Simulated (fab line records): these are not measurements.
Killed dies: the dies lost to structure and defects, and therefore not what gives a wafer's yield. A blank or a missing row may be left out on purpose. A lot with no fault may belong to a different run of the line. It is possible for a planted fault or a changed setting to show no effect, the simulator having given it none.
fab line records    flow n5_finfet    part 2 of 2: steps 22 to 28 of 28
record lots=5  wafers=15  last_day=17
route steps=1938 shown MIM_TOP_LITHO@1846 MIM_TOP_ETCH@1851 MIM_BOT_LITHO@1854 MIM_BOT_ETCH@1866 PASS1_CAP@1873
lots untouched by any fault: they come from a run of this same line in which no faults occurred
start_h: start of the lot's first displayed wafer, in hours after the record's first day    wait_h: how many hours have passed since the lot's step before this one    " repeats the value in the row above    L1.1+2: one row covering several wafers at once    - value missing, or start not given    * or withheld: withheld    < > ~ a bound
route shown NAME@n: names a module that has steps shown in the file, with the first one's number in the route    usual: average and standard deviation across the fault-free wafers    same: alike in all rows    chamber/n: place in a boat    sites: per-site readings    _std_site: the values' standard deviation    _edge_site: the outer-site mean with the inner-site mean subtracted    radius_mm: for every site, how far away it sits from the centre of the wafer    mask NAME#n: copy n    behind: the tool/chamber that last shaped the wafer    hold: why the lot was held/for how many hours/how that ended    device: the transistor (n, p or np) that didn't switch    end of line: tests of these same wafers at the route's end    step lacking rows: just its recipe    killed: count of dies lost to structure and defects at first sort (not the wafer's yield)    map: a wafer's dies, x killed, . not, _ none there
set.NAME: the setting as run; set.NAME@STEP: as run at that earlier step    model.NAME: the simulator's own value behind a step, which no gauge read
lots at some steps of the route; a table a step, a row a wafer
services: a tool's chamber out of use, with start hour (start_h, from the record's first day; less than 0 if before it), hours out, and reason
## steps
# step N5_MIM_BOT_ETCH_ETCH_03
# recipe chemistry=Cl2/BCl3  target_depth_a=120  pressure_mtorr=8  icp_w=800  bias_w=100  Cl2_flow_sccm=20  bcl3_flow_sccm=80
# usual chamber_pressure_mTorr=7.999/0.0072  drypump_motor_current_A=6.0/0.39  mfc_cl2_sccm=20.00/0.06  oes_product_au=0.79/0.085  throttle_valve_pct=27.45/0.16
lot.wafer  tool          chamber  start_h  wait_h  chamber_pressure_mTorr  drypump_motor_current_A  mfc_cl2_sccm  oes_product_au  rf_hours_counter_h  throttle_valve_pct
L077.2     rie_metal-03  0        259.75   0.1     7.988                   6.5                      19.98         0.81            27                  27.40
L077.3     "             0        "        "       8.000                   6.5                      20.06         0.82            -                   27.39
L077.5     "             1        "        "       8.009                   5.9                      20.00         0.88            -                   27.28
L078.4     rie_metal-03  1        275.71   0.1     8.001                   6.0                      20.03         0.89            -                   27.31
L078.5     "             1        "        "       7.999                   6.0                      19.98         0.88            -                   27.29
L078.6     "             0        "        "       8.015                   6.5                      19.99         0.82            -                   27.39
L091.3     rie_metal-03  0        372.98   0.1     8.003                   6.5                      20.06         0.79            -                   27.41
L091.4     "             1        "        "       7.996                   6.0                      19.89         0.84            -                   27.32
L091.6     "             1        "        "       7.999                   6.0                      19.94         0.84            -                   27.33
L092.2     rie_metal-02  0        385.37   0.1     7.995                   5.7                      20.09         0.66            97                  27.73
L092.3     "             1        "        "       8.005                   6.3                      19.98         0.80            -                   27.49
L092.6     "             1        "        "       7.997                   6.3                      20.10         0.80            -                   27.50
L096.3     rie_metal-02  1        402.35   0.1     8.000                   6.3                      19.93         0.80            -                   27.49
L096.4     "             0        "        "       7.996                   5.7                      19.94         0.66            -                   27.72
L096.5     "             0        "        "       8.002                   5.7                      19.99         0.66            -                   27.73
# step N5_MIM_BOT_ETCH_ETCH_00
# recipe chemistry=Cl2/BCl3  target=TiN  target_depth_a=455  ion_energy_ev=150  pressure_mtorr=10  icp_w=1000  bias_w=126  Cl2_flow_sccm=53.25  bcl3_flow_sccm=21.75  Ar_flow_sccm=25
# usual chamber_pressure_mTorr=10.000/0.0086  drypump_motor_current_A=6.0/0.39  mfc_cl2_sccm=53.27/0.17  oes_product_au=0.79/0.084  throttle_valve_pct=21.84/0.16
lot.wafer  tool          chamber  start_h  wait_h  chamber_pressure_mTorr  drypump_motor_current_A  mfc_cl2_sccm  oes_product_au  rf_hours_counter_h  throttle_valve_pct
L077.2     rie_metal-03  0        259.84   0.1     9.992                   6.5                      53.13         0.82            27                  21.80
L077.3     "             0        "        "       10.002                  6.5                      53.12         0.82            -                   21.80
L077.5     "             1        "        "       10.006                  5.9                      53.35         0.89            -                   21.70
L078.4     rie_metal-03  1        275.81   0.1     10.014                  5.9                      53.30         0.88            -                   21.73
L078.5     "             1        "        "       9.993                   5.9                      53.14         0.87            -                   21.71
L078.6     "             0        "        "       9.996                   6.5                      53.42         0.81            -                   21.82
L091.3     rie_metal-03  0        373.08   0.1     9.998                   6.5                      53.12         0.79            -                   21.83
L091.4     "             1        "        "       10.008                  6.0                      53.55         0.83            -                   21.74
L091.6     "             1        "        "       9.995                   6.0                      53.16         0.84            -                   21.73
L092.2     rie_metal-02  0        385.46   0.1     9.994                   5.7                      53.26         0.66            97                  22.09
L092.3     "             1        "        "       10.000                  6.3                      53.48         0.80            -                   21.85
L092.6     "             1        "        "       10.015                  6.3                      53.81         0.80            -                   21.83
L096.3     rie_metal-02  1        402.45   0.1     9.991                   6.2                      52.90         0.81            -                   21.81
L096.4     "             0        "        "       9.979                   5.7                      53.28         0.66            -                   22.12
L096.5     "             0        "        "       10.013                  5.8                      53.30         0.66            -                   22.09
# step N5_MIM_BOT_ETCH_STRIP_01
# recipe chemistry=O2  power_w=600  temp_c=60  pressure_mtorr=30  rf_frequency_hz=6e+07  bias_power_w=0  overash_fraction=0.5  o2_flow_sccm=225
# usual chamber_pressure_mTorr=29.99/0.069  drypump_motor_current_A=5.8/0.36  oes_product_au=0.82/0.095  rf_vpp_V=3.9/1.4  showerhead_plenum_p_Torr=2.08/0.047  throttle_valve_pct=16.62/0.26
lot.wafer  tool         chamber  start_h  wait_h  chamber_pressure_mTorr  drypump_motor_current_A  oes_product_au  rf_hours_counter_h  rf_vpp_V  showerhead_plenum_p_Torr  throttle_valve_pct
L077.2     rie_diel-04  2        259.98   0.1     29.86                   5.1                      0.71            222                 4.8       2.06                      16.99
L077.3     "            1        "        "       30.01                   5.7                      0.73            171                 5.1       2.17                      16.93
L077.5     "            3        "        "       29.87                   6.0                      0.91            -                   6.0       2.05                      16.43
L078.4     rie_diel-03  3        275.93   0.1     29.94                   6.1                      0.93            -                   4.3       2.05                      16.37
L078.5     "            2        "        "       29.84                   5.8                      0.68            -                   2.6       2.07                      16.92
L078.6     "            0        "        "       29.90                   5.5                      0.99            -                   1.6       2.14                      16.23
L091.3     rie_diel-01  1        373.18   0.1     29.98                   6.6                      0.96            7                   3.6       2.05                      16.52
L091.4     "            2        "        "       30.02                   5.8                      0.69            -                   2.4       2.07                      16.63
L091.6     "            0        "        "       29.87                   6.5                      0.79            -                   6.3       2.19                      16.81
L092.2     rie_diel-03  1        385.60   0.1     30.01                   6.0                      0.84            60                  3.4       2.04                      16.71
L092.3     "            3        "        "       29.95                   6.1                      0.87            62                  4.9       2.03                      16.45
L092.6     "            1        "        "       29.95                   6.0                      0.84            -                   5.0       2.04                      16.62
L096.3     rie_diel-04  0        402.55   0.1     29.99                   5.4                      0.86            46                  3.3       2.05                      16.38
L096.4     "            3        "        "       30.00                   6.0                      0.82            81                  4.2       2.04                      16.53
L096.5     "            2        "        "       29.89                   5.2                      0.94            -                   4.2       2.05                      16.58
# step N5_MIM_BOT_ETCH_STRIP_02
# recipe chemistry=post_etch_residue_remover  time_s=1200  temp_c=72.5
lot.wafer   tool          chamber  start_h  wait_h
L077.2+3+5  wet_bench-04  1,4,5    260.06   -
L078.4+5+6  wet_bench-04  0,7,2    275.98   -
L091.3+4+6  wet_bench-04  5,6,7    373.25   -
L092.2+3+6  wet_bench-04  4,0,3    385.67   -
L096.3+4+5  wet_bench-06  7,6,2    402.62   -
# step N5_MIM_BOT_ETCH_CLEAN_05
# recipe chemistry=IPA  time_s=180  temp_c=25
lot.wafer   tool          chamber  start_h  wait_h
L077.2+3+5  wet_bench-04  1,4,5    260.42   0.0
L078.4+5+6  wet_bench-04  0,7,2    276.34   0.0
L091.3+4+6  wet_bench-04  5,6,7    373.58   0.0
L092.2+3+6  wet_bench-04  4,0,3    386.00   0.0
L096.3+4+5  wet_bench-06  7,6,2    402.95   0.0
# step N5_MIM_BOT_ETCH_SRD_06
# recipe dry=ipa_marangoni  time_s=30  temp_c=23  rinse_liquid=diw
lot.wafer   tool          chamber  start_h  wait_h
L077.2+3+5  wet_bench-04  1,4,5    260.48   0.0
L078.4+5+6  wet_bench-04  0,7,2    276.40   0.0
L091.3+4+6  wet_bench-04  5,6,7    373.64   0.0
L092.2+3+6  wet_bench-04  4,0,3    386.06   0.0
L096.3+4+5  wet_bench-06  7,6,2    403.00   0.0
# step N5_PASSIVATION_PECVD_55
# recipe material=SiO2  target_thk_a=4000  temp_c=400  precursor=SiH4/N2O  pressure_torr=2.7  rf_w=608  time_s=22.5
# usual heater_power_w=585/78  showerhead_plenum_p_Torr=8.15/0.091  showerhead_vpp_V=1531/42  throttle_valve_pct=51.5/2.5
lot.wafer  tool      chamber  start_h  wait_h  heater_power_w  showerhead_plenum_p_Torr  showerhead_vpp_V  throttle_valve_pct
L077.2     pecvd-02  2        260.53   0.0     602             8.21                      1514              47.3
L077.3     "         0        "        "       584             7.95                      1524              54.4
L077.5     "         0        "        "       598             7.98                      1497              54.4
L078.4     pecvd-02  1        276.47   0.0     559             8.28                      1564              53.0
L078.5     "         2        "        "       675             8.21                      1508              47.2
L078.6     "         0        "        "       606             7.94                      1545              54.5
L091.3     pecvd-01  0        373.68   0.0     481             8.18                      1598              51.8
L091.4     "         0        "        "       499             8.20                      1607              51.8
L091.6     "         2        "        "       424             8.23                      1524              51.3
L092.2     pecvd-01  1        386.10   0.0     535             8.17                      1524              51.7
L092.3     "         2        "        "       480             8.25                      1513              51.5
L092.6     "         2        "        "       498             8.25                      1481              51.4
L096.3     pecvd-04  2        403.05   0.0     544             8.18                      1547              49.6
L096.4     "         1        "        "       594             8.08                      1551              54.7
L096.5     "         2        "        "       571             8.18                      1541              49.1
## services
tool            chamber  start_h  hours  kind
rie_diel-03     -        239.55   1.0    repair
pecvd-02        1        242.54   2.1    repair
rie_metal-03    -        257.92   0.4    repair
rie_diel-03     1        261.09   19.7   repair
pecvd-02        -        266.62   1.8    repair
wet_bench-06    -        279.04   1.9    pm
rie_metal-02    1        287.03   22.4   repair
rie_diel-05     3        298.23   8.0    repair
pecvd-01        -        316.10   14.6   pm
pecvd-02        2        325.63   3.6    repair
rie_diel-03     2        333.64   14.0   repair
rie_metal-03    0        334.30   4.0    repair
rie_diel-04     0        346.07   5.5    repair
wet_bench-04    -        347.96   1.9    repair
rie_diel-01     0        350.57   4.9    repair
krf_scanner-01  -        363.51   0.8    pm
rie_diel-01     3        365.79   24.3   repair
krf_scanner-01  -        376.23   1.3    pm
rie_diel-04     -        378.75   4.3    pm
krf_scanner-01  -        379.43   1.0    pm
rie_diel-01     1        381.65   11.7   repair
pecvd-02        2        393.59   2.3    repair
rie_diel-03     1        393.71   5.3    repair
rie_metal-02    -        397.47   1.4    pm
